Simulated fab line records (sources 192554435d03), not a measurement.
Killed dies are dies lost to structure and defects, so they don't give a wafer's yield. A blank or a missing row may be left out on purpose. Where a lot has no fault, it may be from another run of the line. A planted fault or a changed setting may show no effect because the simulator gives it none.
Matching of chambers ; flow n5 finfet ; N5_BEOL_M3_ILD_DEP_00 on pecvd-03 has 3 sister chambers
The step deposits SiOC from DEMS/O2, target thk 79 nm, time 15.3 s. 3 wafers are shown with their chamber, then 12 later ones without.

== WAFERS PAIRED WITH THEIR CHAMBERS ==
wafer;chamber;throttle valve pct (%)
L084.6;2;11.5
L088.1;0;12.3
L088.4;1;11.4

== WAFERS MISSING THEIR CHAMBER ==
wafer;throttle valve pct (%)
L090.1;11.5
L090.4;11.8
L090.6;11.6
L092.1;11.4
L092.2;12.5
L092.4;11.5
L093.1;11.2
L093.4;11.6
L093.5;12.3
L095.1;12.4
L095.3;11.4
L095.6;12.3

== EACH ONE'S CHAMBER ==
wafer;from the rows above;in truth
L090.1;can't be placed: 2 or 1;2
L090.4;can't be placed: 2 or 1 or 0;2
L090.6;can't be placed: 2 or 1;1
L092.1;can't be placed: 1 or 2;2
L092.2;0;0
L092.4;can't be placed: 2 or 1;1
L093.1;can't be placed: 1 or 2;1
L093.4;can't be placed: 2 or 1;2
L093.5;0;0
L095.1;0;0
L095.3;can't be placed: 1 or 2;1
L095.6;0;0
4 of 12 placed correctly. From these rows, 8 cannot be placed; in 8 the true chamber is one of the candidates. Placed wrongly: 0.
How it was worked out, from the rows above alone: a wafer's distance from a chamber is the root of the sum, over the readings, of the square of ((its reading less the chamber's mean) divided by the reading's scatter). If the next closest chamber is less than 2 further off than the closest, the wafer can't be placed; otherwise it belongs to the closest. For every chamber, the mean is computed from those of its wafers that are shown. The scatter: with one shown wafer a chamber, the root of the mean of the squares of how far each hidden wafer lies from its nearest shown one.
